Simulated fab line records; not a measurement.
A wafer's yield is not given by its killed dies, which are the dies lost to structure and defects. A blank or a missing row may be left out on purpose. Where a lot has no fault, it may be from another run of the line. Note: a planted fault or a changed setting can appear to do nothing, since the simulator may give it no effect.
The tool behind it: which one? -- flow nand harc -- 14 lots, 42 wafers sampled, at 5 steps of a route of 1302

== WHAT EACH GAUGE READ, for each wafer ==
NHARC_A_BONDPAD_THK_MEAS_20: measures by xrf. Usual: thk nm at 170.2 nm, with a standard deviation of 1.9.
lot,measured,on,thk nm (nm),flag
L924,day 23 13:19,film metro-02,171.0 171.5 170.6,
L926,day 24 01:00,film metro-01,172.9 169.1 171.4,
L927,day 24 14:59,film metro-02,170.9 171.1 169.6,
L930,day 25 17:20,film metro-01,170.4 171.3 169.1,
L929,day 25 20:41,film metro-01,170.5 168.3 173.1,
L932,day 26 15:29,film metro-01,174.5 168.3 170.3,
L933,day 26 17:37,film metro-01,169.1 172.7 168.8,
L937,day 28 03:58,film metro-02,168.0 167.9 170.7,
L938,day 28 21:16,film metro-02,171.2 171.7 168.5,
L940,day 29 18:53,film metro-01,167.9 171.7 170.2,
L941,day 30 00:16,film metro-02,169.6 170.6 169.4,
L942,day 31 02:19,film metro-02,171.2 167.6 167.8,

NHARC_A_BONDPAD_INSPECT_23. Usual: raw defect count at 531, with a standard deviation of 120.
lot,measured,on,raw defect count,flag
L924,day 23 13:33,defect inspect-02,519 411 385,
L926,day 24 01:14,defect inspect-02,329 548 394,
L927,day 24 15:12,defect inspect-02,469 444 436,
L930,day 25 17:32,defect inspect-02,412 477 430,
L929,day 25 20:55,defect inspect-02,452 694 504,
L932,day 26 15:42,defect inspect-01,429 497 429,
L933,day 26 17:50,defect inspect-02,523 631 421,
L937,day 28 04:10,defect inspect-02,540 396 369,
L938,day 28 21:28,defect inspect-01,705 743 691,
L940,day 29 19:07,defect inspect-01,693 575 719,
L941,day 30 00:31,defect inspect-02,526 697 770,
L942,day 31 02:32,defect inspect-01,359 531 323,

NHARC_END_SORT_01. Usual: killed at array 58, standard deviation 22; killed at other 1.0, standard deviation 1.3; killed at periphery 5, standard deviation 3.4; killed dies 64, standard deviation 22; killed open 3.6, standard deviation 1.8; killed short 2.4, standard deviation 1.7.
lot,measured,on,killed at array,killed at other,killed at periphery,killed dies,killed open,killed short,flag
L944,day 33 04:06,prober-01,672 673 669,2 0 0,2 4 8,676 677 677,6 1 7,6 5 3,OFF
L945,day 33 03:52,prober-02,669 672 671,1 0 1,7 5 5,677 677 677,4 2 4,6 4 3,OFF

== TOOL THAT RAN EACH LOT (tool first, then ch and the chambers of the sampled wafers, then the start) ==
lot,NHARC_A_M0_DEP_00,NHARC_THIN_TSV_PRE_CLEAN_50
L924,"pecvd-04 ch 0,1,2, day 23 01:19","pvd sputter-02, no start"
L926,"pecvd-04 ch 1,2, day 23 12:58","pvd sputter-02, no start"
L927,"pecvd-01 ch 0,1,2, day 24 02:50","pvd sputter-03, day 25 06:08"
L930,"pecvd-02 ch 0,1, day 25 05:17","pvd sputter-03, no start"
L929,"pecvd-02 ch 0,1, day 25 08:43","pvd sputter-02, no start"
L932,"pecvd-02 ch 1, day 26 03:31","pvd sputter-02, no start"
L933,"pecvd-02 ch 1,2, day 26 05:22","pvd sputter-03, no start"
L937,"pecvd-01 ch 0,2, day 27 15:39","pvd sputter-01, no start"
L938,"pecvd-02 ch 0,1,2, day 28 09:08","pvd sputter-03, no start"
L940,"pecvd-02 ch 0,1, day 29 06:29","pvd sputter-01, no start"
L941,"pecvd-04 ch 1,2, day 29 12:06","pvd sputter-02, no start"
L942,"pecvd-02 ch 1,2, day 30 14:14","pvd sputter-03, no start"
L944,"pecvd-04 ch 0,2, day 31 08:05",-
L945,"pecvd-04 ch 0,1, day 31 11:16",-
- NHARC_A_M0_DEP_00: deposits SiOC, target thk 150 nm.
- NHARC_THIN_TSV_PRE_CLEAN_50: time 30 s.

== WHAT THE TOOLS THEMSELVES READ (means of the sampled wafers that have a number; where no wafer has one, the mark that the record gives instead) ==
NHARC_A_M0_DEP_00. Usual: rf fwd power W 598.7 W, standard deviation 2; showerhead vpp V 1482 V, standard deviation 75.
lot,tool,rf fwd power W (W),showerhead vpp V (V),flag
L924,pecvd-04,599.0,1437,
L926,pecvd-04,600.4,1459,
L927,pecvd-01,597.6,1550,
L930,pecvd-02,599.1,1425,
L929,pecvd-02,600.2,1423,
L932,pecvd-02,599.7,1397,
L933,pecvd-02,599.0,1456,
L937,pecvd-01,596.9,1552,
L938,pecvd-02,597.3,1489,
L940,pecvd-02,598.5,1441,
L941,pecvd-04,598.0,1428,
L942,pecvd-02,599.6,1528,
L944,pecvd-04,600.2,1419,
L945,pecvd-04,599.0,1451,

NHARC_THIN_TSV_PRE_CLEAN_50. Usual: heater power w 401 W, standard deviation 49; susceptor temp C 280.02 C, standard deviation 0.18.
lot,tool,heater power w (W),susceptor temp C (C),flag
L924,pvd sputter-02,417,280.09,
L926,pvd sputter-02,371,280.19,
L927,pvd sputter-03,444,280.06,
L930,pvd sputter-03,406,280.01,
L929,pvd sputter-02,394,280.03,
L932,pvd sputter-02,371,280.09,
L933,pvd sputter-03,453,280.05,
L937,pvd sputter-01,390,280.16,
L938,pvd sputter-03,460,279.84,
L940,pvd sputter-01,385,280.07,
L941,pvd sputter-02,366,280.04,
L942,pvd sputter-03,419,-,OFF

== THE ANSWER, worked out from the rows above alone ==
Rule: lot off if the mean of its wafers having a number is beyond 3 standard deviations from the usual mean. Also off: a lot with no number at a reading for which 4 or more lots have one. The other lots that the step has rows for count as sound. First the gauges in route order, then the tools' own readings, where a lot's mean is used as printed above. The first step at which some lot is off is used, and at that step the reading that is off furthest; a lot without a number counts as furthest.
Off, at NHARC_END_SORT_01 on killed at array: L944, L945. Neither off nor sound, because the step has no rows for them: L924, L926, L927, L930, L929, L932, L933, L937, L938, L940, L941, L942.
A tool fits if, at a process step before that reading, it ran every lot that is off, and no sound lot after the first of them. Gauges at NHARC_END_SORT_01: tried the same way as those tools. One fits: NHARC_A_M0_DEP_00 on pecvd-04. It ran no sound lot before its first lot that is off in this sample, so the start can't be narrowed down.

== WHAT THE SIMULATOR HAD INSERTED ==
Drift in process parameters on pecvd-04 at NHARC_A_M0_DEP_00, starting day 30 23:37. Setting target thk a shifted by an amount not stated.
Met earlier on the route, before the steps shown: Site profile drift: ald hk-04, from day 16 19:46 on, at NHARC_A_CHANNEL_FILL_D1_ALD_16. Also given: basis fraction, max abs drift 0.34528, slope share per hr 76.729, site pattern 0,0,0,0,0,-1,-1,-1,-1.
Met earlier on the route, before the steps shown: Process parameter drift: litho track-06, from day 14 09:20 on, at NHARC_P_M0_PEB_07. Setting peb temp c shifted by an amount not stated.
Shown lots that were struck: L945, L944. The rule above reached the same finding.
